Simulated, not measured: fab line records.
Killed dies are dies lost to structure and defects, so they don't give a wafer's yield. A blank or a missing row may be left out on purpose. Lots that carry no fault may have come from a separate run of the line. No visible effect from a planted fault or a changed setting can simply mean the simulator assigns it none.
Split-lot experiment | flow n5Finfet | 7 lots, 21 wafers read, on a route of 1938 steps

## ABOUT THE SPLIT
At N5_BEOL_M1_COAT_61 (time 60 s, resist thk 60 nm), the setting spinRpm was moved away from the recipe's 1500 rpm on 9 of the 21 wafers read, by -3.0% to +8.6%. The other wafers ran this setting at the recipe's value.

## FROM THE SPLIT TO THE READING: what the file shows between them, 8 steps
- N5_BEOL_M1_COAT_62: time 60 s, resist thk 12 nm
- N5_BEOL_M1_COAT_73: time 60 s, resist thk 5 nm
- N5_BEOL_M1_ETCH_74: etches underlayer in N2/H2, target depth 6.5 nm, time 5.2 s
- N5_BEOL_M1_ETCH_63: etches SiARC in CF4, target depth 15.6 nm, time 26 s
- N5_BEOL_M1_ETCH_64: etches SOC in N2/H2, target depth 75 nm, overetch 15 nm, time 112.5 s
- N5_BEOL_M1_STRIP_65: strips in N2/H2
- N5_BEOL_M1_STRIP_75: strips in N2/H2
- N5_BEOL_M1_STRIP_66: strips in CF4

## THE READING
SOC_of_BEOL_M1_COAT_61.thkNm (the simulator's own value, which no gauge read), in nm, at N5_BEOL_M1_HM_OPEN_17 (chemistry Cl2/BCl3, target TiN, target depth 20 nm, overetch 6 nm). There is no usual value for it anywhere in the file. Here, 12 wafers ran the recipe; their average is 52.1 nm with a standard deviation of 0.19 nm.

wafer  | tool, chamber at the split | spinRpm as run, rpm | against the recipe | SOC_of_BEOL_M1_COAT_61.thkNm, nm | against lot-mates on the recipe
L078.1 | lithoTrack-01, 0           | 1500                | recipe             | 52.2                             | -
L078.3 | lithoTrack-01, 0           | 1500                | recipe             | 52.4                             | -
L078.5 | lithoTrack-01, 0           | 1455                | -3.0%              | 53.2                             | +0.9
L079.3 | lithoTrack-01, 0           | 1500                | recipe             | 51.8                             | -
L079.4 | lithoTrack-01, 0           | 1500                | recipe             | 52.2                             | -
L079.6 | lithoTrack-01, 0           | 1500                | recipe             | 52.2                             | -
L081.3 | lithoTrack-02, 0           | 1629                | +8.6%              | 49.6                             | -2.6
L081.4 | lithoTrack-02, 0           | 1629                | +8.6%              | 49.6                             | -2.6
L081.6 | lithoTrack-02, 0           | 1500                | recipe             | 52.2                             | -
L085.1 | lithoTrack-02, 0           | 1500                | recipe             | 52                               | -
L085.2 | lithoTrack-02, 0           | 1612                | +7.5%              | 50.2                             | -1.7
L085.3 | lithoTrack-02, 0           | 1500                | recipe             | 51.8                             | -
L089.1 | lithoTrack-01, 0           | 1563                | +4.2%              | 50.6                             | -1.6
L089.3 | lithoTrack-01, 0           | 1500                | recipe             | 52                               | -
L089.4 | lithoTrack-01, 0           | 1500                | recipe             | 52.4                             | -
L092.2 | lithoTrack-01, 0           | 1500                | recipe             | 52                               | -
L092.3 | lithoTrack-01, 0           | 1588                | +5.9%              | 50                               | -2.0
L092.5 | lithoTrack-01, 0           | 1500                | recipe             | 52                               | -
L093.1 | lithoTrack-02, 0           | 1560                | +4.0%              | 51.2                             | no lot-mate on the recipe
L093.4 | lithoTrack-02, 0           | 1560                | +4.0%              | 51                               | no lot-mate on the recipe
L093.6 | lithoTrack-02, 0           | 1560                | +4.0%              | 51                               | no lot-mate on the recipe

FIT RESULTS
A straight line over all 21 wafers: SOC_of_BEOL_M1_COAT_61.thkNm changes by -0.295 nm for each +1% of spinRpm; r = -0.98; the points scatter about the line by 0.21 nm.
The same after taking each lot's own level away (the mean of its wafers on the recipe; 18 wafers): -0.295 nm for each +1%; r = -0.98; scatter 0.21 nm.
That fit puts the effect of the largest move of spinRpm on the reading at 2.5 nm.
Measured against the standard deviation above, the lots' own levels, which go from 51.90 to 52.30 nm, span 2.1 times it.
The two slopes agree, so the slope changes little with the lot-to-lot level.
Check: for one of the wafers moved furthest among these (+8.6%), held out of the fit, the line's prediction against its lot-mates is -2.53 nm. Against them it came out at -2.6 nm.

## FURTHER SPLITS ON THESE WAFERS
These wafers also went through other splits before the reading. Each is held against what the fit with the lots' levels taken away leaves over:
other split on the same wafers          | wafers away from the commonest value | r with SOC_of_BEOL_M1_COAT_61.thkNm (lot level and that fit taken away)
N5_BEOL_M0_TRENCH_ETCH_107 targetDepthA | 6                                    | -0.05
N5_BEOL_M1_HM_DEP_02 targetThkA         | 7                                    | +0.25

## THE WHOLE CHAIN: every reading that the file lists as answering this split, in the file's order
step                  | what it does                                                          | reading                                                                       | change (the file's fit)               | r (the file's)
N5_BEOL_M1_COAT_61    | time 60 s, resist thk 60 nm                                           | SOC_of_BEOL_M1_COAT_61.thkNm (the simulator's own value, which no gauge read) | -0.278 nm for each +1% of the setting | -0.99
N5_BEOL_M1_ETCH_64    | etches SOC in N2/H2, target depth 75 nm, overetch 15 nm, time 112.5 s | etch.depthNm (the simulator's own value, which no gauge read)                 | -0.286 nm for each +1% of the setting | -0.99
N5_BEOL_M1_HM_OPEN_17 | chemistry Cl2/BCl3, target TiN, target depth 20 nm, overetch 6 nm     | SOC_of_BEOL_M1_COAT_61.thkNm (the simulator's own value, which no gauge read) | -0.295 nm for each +1% of the setting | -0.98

## THE FILE'S OWN FIT
SOC_of_BEOL_M1_COAT_61.thkNm changes by -0.295 nm for each +1% of spinRpm, r = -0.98.
